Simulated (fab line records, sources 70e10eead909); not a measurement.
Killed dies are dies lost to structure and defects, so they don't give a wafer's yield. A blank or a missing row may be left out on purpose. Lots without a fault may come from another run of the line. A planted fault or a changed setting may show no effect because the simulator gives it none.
Chamber matching | flow nand_harc | NHARC_P_CONTACT_ALD_22 on ald_metal-01: 4 sister chambers
The step deposits TiN, target thk 3 nm, pulse time 1 s, ald cycles 150. 8 wafers are shown with their chamber, then 9 later ones without.

WAFERS WITH THEIR CHAMBER
wafer  | chamber | heater_power_w (W) | precursor_pulse_height_rel
L078.5 | 0       | 1065               | 0.975
L085.4 | 3       | 1057               | 0.996
L087.1 | 1       | 1128               | 0.997
L087.3 | 2       | 1046               | 1.007
L087.4 | 3       | 1076               | 1.054
L088.1 | 2       | 1046               | 0.995
L088.3 | 0       | 1034               | 1.012
L088.4 | 1       | 1087               | 0.996

WAFERS WITHOUT THEIR CHAMBER
wafer  | heater_power_w (W) | precursor_pulse_height_rel
L090.1 | 1057               | 1.011
L090.3 | 1071               | 1.018
L090.4 | 1031               | 1.039
L092.1 | 1031               | 0.982
L092.2 | 1098               | 0.982
L092.5 | 1037               | 0.979
L094.1 | 1029               | 1.025
L094.2 | 1066               | 1.000
L094.5 | 1055               | 0.960

WHICH CHAMBER EACH WENT THROUGH
wafer  | from the rows above               | in truth
L090.1 | can't be placed: 2 or 3 or 0 or 1 | 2
L090.3 | can't be placed: 3 or 2 or 0 or 1 | 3
L090.4 | can't be placed: 2 or 3 or 0      | 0
L092.1 | can't be placed: 0 or 2 or 3      | 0
L092.2 | can't be placed: 1 or 3 or 0      | 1
L092.5 | can't be placed: 0 or 2 or 3      | 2
L094.1 | can't be placed: 2 or 0 or 3      | 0
L094.2 | can't be placed: 0 or 3 or 2 or 1 | 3
L094.5 | can't be placed: 0 or 2 or 3 or 1 | 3
Placed correctly: 0 of 9. Can't be placed from these rows: 9 (the true chamber is among the candidates in 9). Placed wrongly: 0.
How it was worked out, from the rows above alone: a wafer's distance from a chamber is the root of the sum, over the readings, of the square of ((its reading less the chamber's mean) divided by the reading's scatter). The wafer belongs to the nearest chamber; if the next one is less than 2 further off, it can't be placed. A chamber's mean is the mean of its shown wafers. The scatter: the root of (the sum of the squares of (reading less its chamber's mean) over the shown wafers, divided by (wafers less chambers)).
